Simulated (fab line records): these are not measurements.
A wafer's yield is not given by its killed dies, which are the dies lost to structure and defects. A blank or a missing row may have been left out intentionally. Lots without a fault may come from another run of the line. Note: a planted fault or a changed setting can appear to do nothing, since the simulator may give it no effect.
Matching of chambers :: flow nand harc :: NHARC_P_BONDPAD_CMP_32 on cmp-02 has 4 sister chambers
The step polishes SiCN, target thk 200 nm. 22 wafers are shown with their chamber, then 11 later ones without.

WAFERS PAIRED WITH THEIR CHAMBERS
wafer: L078.3
chamber: 3
motor current A (A): 12.2

wafer: L078.5
chamber: 2
motor current A (A): 12.4

wafer: L078.6
chamber: 3
motor current A (A): 12.8

wafer: L079.2
chamber: 0
motor current A (A): 12.4

wafer: L079.3
chamber: 1
motor current A (A): 11.2

wafer: L079.6
chamber: 0
motor current A (A): 12.4

wafer: L084.1
chamber: 3
motor current A (A): 13.5

wafer: L084.4
chamber: 2
motor current A (A): 12.5

wafer: L084.5
chamber: 2
motor current A (A): 13.2

wafer: L086.3
chamber: 2
motor current A (A): 13.4

wafer: L086.4
chamber: 1
motor current A (A): 11.9

wafer: L086.5
chamber: 2
motor current A (A): 13.2

wafer: L088.1
chamber: 2
motor current A (A): 12.3

wafer: L088.4
chamber: 0
motor current A (A): 12.2

wafer: L088.5
chamber: 0
motor current A (A): 12.1

wafer: L090.1
chamber: 3
motor current A (A): 12.6

wafer: L090.3
chamber: 0
motor current A (A): 12.0

wafer: L090.5
chamber: 3
motor current A (A): 13.7

wafer: L093.1
chamber: 0
motor current A (A): 12.4

wafer: L093.5
chamber: 3
motor current A (A): 12.7

wafer: L093.6
chamber: 0
motor current A (A): 12.1

wafer: L094.1
chamber: 3
motor current A (A): 13.3

SIGNATURES (means of the wafers above)
reading: motor current A
chamber 0: 12.229
chamber 1: 11.550
chamber 2: 12.833
chamber 3: 12.971
scatter within a chamber: 0.431
Rule: distance of a wafer from a chamber = root of the sum over the readings of ((wafer's reading minus chamber's mean) / reading's scatter) squared. The wafer belongs to the nearest chamber; if the next one is less than 2 further off, it can't be placed. The scatter: take each reading less its chamber's mean, square it, sum over the shown wafers, divide by the number of wafers less the number of chambers, and take the root.

WAFERS WITHOUT THEIR CHAMBER
wafer: L094.4
motor current A (A): 11.2

wafer: L094.6
motor current A (A): 11.0

wafer: L095.2
motor current A (A): 13.2

wafer: L095.3
motor current A (A): 12.4

wafer: L095.6
motor current A (A): 12.8

wafer: L097.2
motor current A (A): 11.7

wafer: L097.3
motor current A (A): 11.5

wafer: L097.5
motor current A (A): 12.4

wafer: L096.3
motor current A (A): 12.6

wafer: L096.4
motor current A (A): 13.3

wafer: L096.6
motor current A (A): 11.3

WHICH CHAMBER EACH WENT THROUGH
wafer: L094.4
from the rows above: can't be placed: 1 or 0
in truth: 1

wafer: L094.6
from the rows above: can't be placed: 1 or 0
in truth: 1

wafer: L095.2
from the rows above: can't be placed: 3 or 2 or 0
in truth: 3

wafer: L095.3
from the rows above: can't be placed: 0 or 2 or 3 or 1
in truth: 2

wafer: L095.6
from the rows above: can't be placed: 2 or 3 or 0
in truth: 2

wafer: L097.2
from the rows above: can't be placed: 1 or 0
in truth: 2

wafer: L097.3
from the rows above: can't be placed: 1 or 0
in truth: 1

wafer: L097.5
from the rows above: can't be placed: 0 or 2 or 3 or 1
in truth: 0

wafer: L096.3
from the rows above: can't be placed: 2 or 0 or 3 or 1
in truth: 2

wafer: L096.4
from the rows above: can't be placed: 3 or 2 or 0
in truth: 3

wafer: L096.6
from the rows above: can't be placed: 1 or 0
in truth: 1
Placed correctly: 0 of 11. Can't be placed from these rows: 11 (the true chamber is among the candidates in 10). 0 placed wrongly.
